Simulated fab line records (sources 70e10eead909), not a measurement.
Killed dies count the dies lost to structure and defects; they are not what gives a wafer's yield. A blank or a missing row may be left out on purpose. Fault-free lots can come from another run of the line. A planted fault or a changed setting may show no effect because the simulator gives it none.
Which of the tools did it? | flow nandHarc | 12 lots, 36 wafers sampled, at 1 step of a route of 1159

WHAT THE GAUGES SHOWED, per wafer
NHARC_A_CONTACT_CD_MEAS_69 targets a cd of 200 nm.
lot  | measured     | on       | cdNm (nm)
L079 | day 17 05:29 | cdSem-03 | 199.7 200.2 200.4
L075 | day 17 07:55 | cdSem-01 | 199.8 199.4 199.4
L077 | day 17 11:19 | cdSem-02 | 199.4 199.2 199.3
L083 | day 18 12:29 | cdSem-01 | 200.2 200.7 200.8
L084 | day 18 23:14 | cdSem-03 | 199.9 200.0 200.1
L085 | day 19 09:32 | cdSem-01 | 200.1 200.4 200.0
L087 | day 20 01:25 | cdSem-03 | 200.8 199.7 200.4
L088 | day 20 14:14 | cdSem-02 | 199.7 200.1 199.6
L091 | day 20 18:41 | cdSem-01 | 199.6 199.1 199.0
L094 | day 21 11:06 | cdSem-02 | 199.6 200.0 199.4
L097 | day 22 00:20 | cdSem-02 | 199.1 200.3 199.6
L096 | day 22 05:37 | cdSem-03 | 200.4 200.7 199.9

WHICH TOOL RAN EACH LOT (tool, then ch and the chambers of the sampled wafers, then the start)
Record: no process step prior to these readings.

THE ANSWER, worked out from the rows above alone
Rule: what is usual is taken from the lots themselves. Put in order of their means at a reading, lots are off if they are a third of the lots or fewer, leave a main group of 4 or more, and stand apart from it by a gap of 3 or more times the standard deviation of the main group's means; of several such gaps the widest counts. If all means in a main group match to the digits the tables above print for the reading, that group is not used. A lot without any number at a reading at which 4 lots or more have one is off too. All remaining lots with rows at the step are treated as sound.
No lot is off at any reading shown: from this, nothing can be told.

WHAT THE SIMULATOR HAD PUT IN
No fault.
